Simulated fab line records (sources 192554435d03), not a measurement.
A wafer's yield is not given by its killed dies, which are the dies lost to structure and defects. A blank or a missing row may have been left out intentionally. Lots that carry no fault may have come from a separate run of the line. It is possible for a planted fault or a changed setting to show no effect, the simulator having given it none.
Matching of chambers    flow n5-finfet    rie-diel-06 running N5_GATE_CUT_STRIP_59: 4 sister chambers
The step strips in N2/H2, time 20 s. 4 wafers are shown with their chamber, then 8 later ones without.

== EACH WAFER AND ITS CHAMBER ==
wafer   chamber  showerhead-plenum-p-Torr (Torr)
L085.5  1        3.34
L087.5  2        3.51
L087.6  3        3.56
L089.1  0        3.35

== WAFERS MISSING THEIR CHAMBER ==
wafer   showerhead-plenum-p-Torr (Torr)
L089.3  3.51
L089.4  3.34
L088.1  3.51
L088.4  3.35
L088.5  3.55
L097.1  3.34
L097.2  3.33
L097.3  3.54

== CHAMBER TAKEN BY EACH ==
wafer   from the rows above      in truth
L089.3  2                        2
L089.4  can't be placed: 1 or 0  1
L088.1  2                        2
L088.4  can't be placed: 0 or 1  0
L088.5  3                        3
L097.1  can't be placed: 1 or 0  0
L097.2  can't be placed: 1 or 0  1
L097.3  can't be placed: 3 or 2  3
Placed correctly: 3 of 8. From these rows, 5 cannot be placed; in 5 the true chamber is one of the candidates. Placed wrongly: 0.
How it was worked out, from the rows above alone: a wafer's distance from a chamber is the root of the sum, over the readings, of the square of ((its reading less the chamber's mean) divided by the reading's scatter). The wafer belongs to the nearest chamber; if the next one is less than 2 further off, it can't be placed. The mean given for a chamber averages the wafers shown for that chamber. The scatter: root of mean squared gap, hidden wafer to nearest shown wafer, with one shown wafer a chamber.
